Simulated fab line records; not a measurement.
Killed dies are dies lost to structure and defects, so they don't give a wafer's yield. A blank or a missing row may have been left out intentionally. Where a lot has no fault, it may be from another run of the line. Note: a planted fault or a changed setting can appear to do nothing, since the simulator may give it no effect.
Matching of chambers | flow n5_finfet | N5_BEOL_M6_STRIP_36 on rie_diel-02: 4 sister chambers
The step strips in N2/H2. 16 wafers are shown with their chamber, then 8 later ones without.

== WAFERS WITH THEIR CHAMBER ==
wafer  | chamber | drypump_motor_current_A (A) | showerhead_plenum_p_Torr (Torr) | throttle_valve_pct (%)
L080.1 | 3       | 5.4                         | 2.60                            | 23.53
L080.2 | 0       | 5.9                         | 2.49                            | 23.39
L080.3 | 1       | 5.8                         | 2.67                            | 24.00
L080.4 | 3       | 5.4                         | 2.60                            | 23.51
L080.5 | 1       | 5.8                         | 2.67                            | 23.98
L080.6 | 0       | 5.9                         | 2.49                            | 23.41
L083.1 | 3       | 5.4                         | 2.60                            | 23.52
L083.3 | 1       | 5.8                         | 2.67                            | 24.02
L083.6 | 3       | 5.4                         | 2.60                            | 23.55
L084.4 | 3       | 5.4                         | 2.59                            | 23.55
L084.5 | 3       | 5.4                         | 2.59                            | 23.52
L084.6 | 2       | 6.7                         | 2.60                            | 23.68
L086.3 | 1       | 5.8                         | 2.67                            | 24.01
L086.4 | 2       | 6.8                         | 2.60                            | 23.68
L086.5 | 1       | 5.8                         | 2.67                            | 24.02
L089.1 | 0       | 5.9                         | 2.48                            | 23.46

SIGNATURES, as means of the wafers listed above
reading                  | chamber 0 | chamber 1 | chamber 2 | chamber 3 | scatter within a chamber
drypump_motor_current_A  | 5.900     | 5.800     | 6.750     | 5.400     | 0.0204
showerhead_plenum_p_Torr | 2.4867    | 2.6700    | 2.6000    | 2.5967    | 0.00408
throttle_valve_pct       | 23.4200   | 24.0060   | 23.6800   | 23.5300   | 0.0207
Rule: a wafer's distance from a chamber is the root of the sum, over the readings, of the square of ((its reading less the chamber's mean) divided by the reading's scatter). If the next closest chamber is less than 2 further off than the closest, the wafer can't be placed; otherwise it belongs to the closest. The scatter is the square root of a quotient: the sum, over the shown wafers, of each reading's squared deviation from its chamber's mean, divided by wafers minus chambers.

== WAFERS WITHOUT THEIR CHAMBER ==
wafer  | drypump_motor_current_A (A) | showerhead_plenum_p_Torr (Torr) | throttle_valve_pct (%)
L089.4 | 5.4                         | 2.59                            | 23.55
L089.6 | 6.8                         | 2.59                            | 23.68
L090.1 | 5.8                         | 2.66                            | 24.02
L090.3 | 5.9                         | 2.48                            | 23.46
L090.4 | 6.7                         | 2.59                            | 23.69
L094.1 | 5.9                         | 2.48                            | 23.45
L094.2 | 6.8                         | 2.59                            | 23.68
L094.4 | 5.8                         | 2.66                            | 24.03

== THE CHAMBER EACH PASSED THROUGH ==
wafer  | from the rows above | in truth
L089.4 | 3                   | 3
L089.6 | 2                   | 2
L090.1 | 1                   | 1
L090.3 | 0                   | 0
L090.4 | 2                   | 2
L094.1 | 0                   | 0
L094.2 | 2                   | 2
L094.4 | 1                   | 1
Placed correctly: 8 of 8. Can't be placed from these rows: 0. 0 placed wrongly.
